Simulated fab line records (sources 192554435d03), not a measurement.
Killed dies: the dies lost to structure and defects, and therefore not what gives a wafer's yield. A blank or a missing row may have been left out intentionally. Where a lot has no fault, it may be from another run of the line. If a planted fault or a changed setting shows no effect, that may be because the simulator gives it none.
Chamber matching :: flow n5_finfet :: rie_diel-06 running N5_BEOL_M11_STRIP_19: 4 sister chambers
The step strips in O2. 14 wafers are shown with their chamber, then 7 later ones without.

WAFERS PAIRED WITH THEIR CHAMBERS
wafer: L075.1
chamber: 3
showerhead_plenum_p_Torr (Torr): 2.20
throttle_valve_pct (%): 16.66
oes_product_au (a.u.): 0.88

wafer: L075.4
chamber: 1
showerhead_plenum_p_Torr (Torr): 2.01
throttle_valve_pct (%): 17.23
oes_product_au (a.u.): 0.73

wafer: L075.5
chamber: 0
showerhead_plenum_p_Torr (Torr): 2.06
throttle_valve_pct (%): 16.34
oes_product_au (a.u.): 0.88

wafer: L078.1
chamber: 1
showerhead_plenum_p_Torr (Torr): 2.01
throttle_valve_pct (%): 17.22
oes_product_au (a.u.): 0.74

wafer: L078.4
chamber: 1
showerhead_plenum_p_Torr (Torr): 2.01
throttle_valve_pct (%): 17.22
oes_product_au (a.u.): 0.73

wafer: L078.6
chamber: 3
showerhead_plenum_p_Torr (Torr): 2.20
throttle_valve_pct (%): 16.67
oes_product_au (a.u.): 0.87

wafer: L080.2
chamber: 1
showerhead_plenum_p_Torr (Torr): 2.01
throttle_valve_pct (%): 17.25
oes_product_au (a.u.): 0.73

wafer: L080.4
chamber: 3
showerhead_plenum_p_Torr (Torr): 2.19
throttle_valve_pct (%): 16.69
oes_product_au (a.u.): 0.85

wafer: L080.5
chamber: 0
showerhead_plenum_p_Torr (Torr): 2.06
throttle_valve_pct (%): 16.38
oes_product_au (a.u.): 0.87

wafer: L087.1
chamber: 3
showerhead_plenum_p_Torr (Torr): 2.19
throttle_valve_pct (%): 16.71
oes_product_au (a.u.): 0.86

wafer: L087.2
chamber: 0
showerhead_plenum_p_Torr (Torr): 2.05
throttle_valve_pct (%): 16.41
oes_product_au (a.u.): 0.86

wafer: L087.6
chamber: 2
showerhead_plenum_p_Torr (Torr): 2.13
throttle_valve_pct (%): 16.32
oes_product_au (a.u.): 0.68

wafer: L088.1
chamber: 1
showerhead_plenum_p_Torr (Torr): 2.00
throttle_valve_pct (%): 17.27
oes_product_au (a.u.): 0.71

wafer: L088.5
chamber: 3
showerhead_plenum_p_Torr (Torr): 2.19
throttle_valve_pct (%): 16.73
oes_product_au (a.u.): 0.85

SIGNATURES (means of the wafers above)
reading: showerhead_plenum_p_Torr
chamber 0: 2.0567
chamber 1: 2.0080
chamber 2: 2.1300
chamber 3: 2.1940
scatter within a chamber: 0.00516

reading: throttle_valve_pct
chamber 0: 16.3767
chamber 1: 17.2380
chamber 2: 16.3200
chamber 3: 16.6920
scatter within a chamber: 0.0276

reading: oes_product_au
chamber 0: 0.8700
chamber 1: 0.7280
chamber 2: 0.6800
chamber 3: 0.8620
scatter within a chamber: 0.0117
Rule: a wafer's distance from a chamber is the root of the sum, over the readings, of the square of ((its reading less the chamber's mean) divided by the reading's scatter). If the next closest chamber is less than 2 further off than the closest, the wafer can't be placed; otherwise it belongs to the closest. The scatter: take each reading less its chamber's mean, square it, sum over the shown wafers, divide by the number of wafers less the number of chambers, and take the root.

WAFERS WITH NO CHAMBER GIVEN
wafer: L088.6
showerhead_plenum_p_Torr (Torr): 2.05
throttle_valve_pct (%): 16.39
oes_product_au (a.u.): 0.85

wafer: L095.1
showerhead_plenum_p_Torr (Torr): 2.13
throttle_valve_pct (%): 16.34
oes_product_au (a.u.): 0.67

wafer: L095.3
showerhead_plenum_p_Torr (Torr): 2.18
throttle_valve_pct (%): 16.73
oes_product_au (a.u.): 0.84

wafer: L095.6
showerhead_plenum_p_Torr (Torr): 2.18
throttle_valve_pct (%): 16.74
oes_product_au (a.u.): 0.83

wafer: L096.1
showerhead_plenum_p_Torr (Torr): 2.05
throttle_valve_pct (%): 16.42
oes_product_au (a.u.): 0.84

wafer: L096.5
showerhead_plenum_p_Torr (Torr): 2.18
throttle_valve_pct (%): 16.75
oes_product_au (a.u.): 0.83

wafer: L096.6
showerhead_plenum_p_Torr (Torr): 2.05
throttle_valve_pct (%): 16.43
oes_product_au (a.u.): 0.85

CHAMBER TAKEN BY EACH
wafer: L088.6
from the rows above: 0
in truth: 0

wafer: L095.1
from the rows above: 2
in truth: 2

wafer: L095.3
from the rows above: 3
in truth: 3

wafer: L095.6
from the rows above: 3
in truth: 3

wafer: L096.1
from the rows above: 0
in truth: 0

wafer: L096.5
from the rows above: 3
in truth: 3

wafer: L096.6
from the rows above: 0
in truth: 0
Correctly placed: 7 of 7. Can't be placed from these rows: 0. Number placed wrongly: 0.
